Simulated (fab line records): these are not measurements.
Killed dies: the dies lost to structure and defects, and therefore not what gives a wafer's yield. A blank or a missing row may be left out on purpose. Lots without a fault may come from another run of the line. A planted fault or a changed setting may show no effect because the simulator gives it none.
Matching of chambers -- flow nandHarc -- NHARC_P_ZERO_WELL_DESCUM_54 on rieDiel-09: 4 sister chambers
The step chemistry O2, time 3 s. 20 wafers are shown with their chamber, then 10 later ones without.

## EACH WAFER AND ITS CHAMBER
wafer,chamber,drypumpMotorCurrentA (A),showerheadPlenumPTorr (Torr),oesProductAu (a.u.)
L817.2,3,6.5,1.96,0.993
L817.3,2,6.2,1.79,1.008
L817.5,1,4.7,1.97,0.992
L818.2,0,6.0,1.82,1.004
L818.4,3,6.4,1.96,0.992
L818.5,2,6.2,1.79,1.020
L820.1,0,6.0,1.82,1.000
L820.3,2,6.1,1.79,1.005
L820.4,1,4.7,1.97,1.008
L823.1,1,4.7,1.97,0.993
L823.3,0,6.0,1.82,0.999
L823.4,3,6.4,1.95,0.986
L824.1,1,4.7,1.96,0.998
L824.3,0,6.0,1.82,1.005
L824.6,3,6.4,1.95,0.992
L827.1,1,4.7,1.96,0.995
L827.2,3,6.5,1.95,0.989
L827.3,2,6.2,1.78,1.000
L829.2,2,6.2,1.78,1.005
L829.5,3,6.4,1.95,1.005

SIGNATURES, as means of the wafers listed above
reading,chamber 0,chamber 1,chamber 2,chamber 3,scatter within a chamber
drypumpMotorCurrentA,6.000,4.700,6.180,6.433,0.0365
showerheadPlenumPTorr,1.8200,1.9660,1.7860,1.9533,0.00483
oesProductAu,1.00200,0.99720,1.00760,0.99283,0.00627
Rule: a wafer's distance from a chamber is the root of the sum, over the readings, of the square of ((its reading less the chamber's mean) divided by the reading's scatter). The wafer belongs to the nearest chamber; if the next one is less than 2 further off, it can't be placed. The scatter: take each reading less its chamber's mean, square it, sum over the shown wafers, divide by the number of wafers less the number of chambers, and take the root.

## WAFERS WITH NO CHAMBER GIVEN
wafer,drypumpMotorCurrentA (A),showerheadPlenumPTorr (Torr),oesProductAu (a.u.)
L829.6,6.0,1.81,0.999
L832.3,4.7,1.96,1.000
L832.4,6.4,1.95,0.999
L832.6,6.4,1.94,1.002
L837.2,6.4,1.94,1.005
L837.4,6.0,1.81,1.004
L837.6,6.1,1.77,0.996
L839.2,6.1,1.77,1.002
L839.4,6.0,1.81,1.002
L839.6,6.0,1.81,0.993

## CHAMBER TAKEN BY EACH
wafer,from the rows above,in truth
L829.6,0,0
L832.3,1,1
L832.4,3,3
L832.6,3,3
L837.2,3,3
L837.4,0,0
L837.6,2,2
L839.2,2,2
L839.4,0,0
L839.6,0,0
10 of 10 placed correctly. Left unplaced by these rows: 0. 0 placed wrongly.
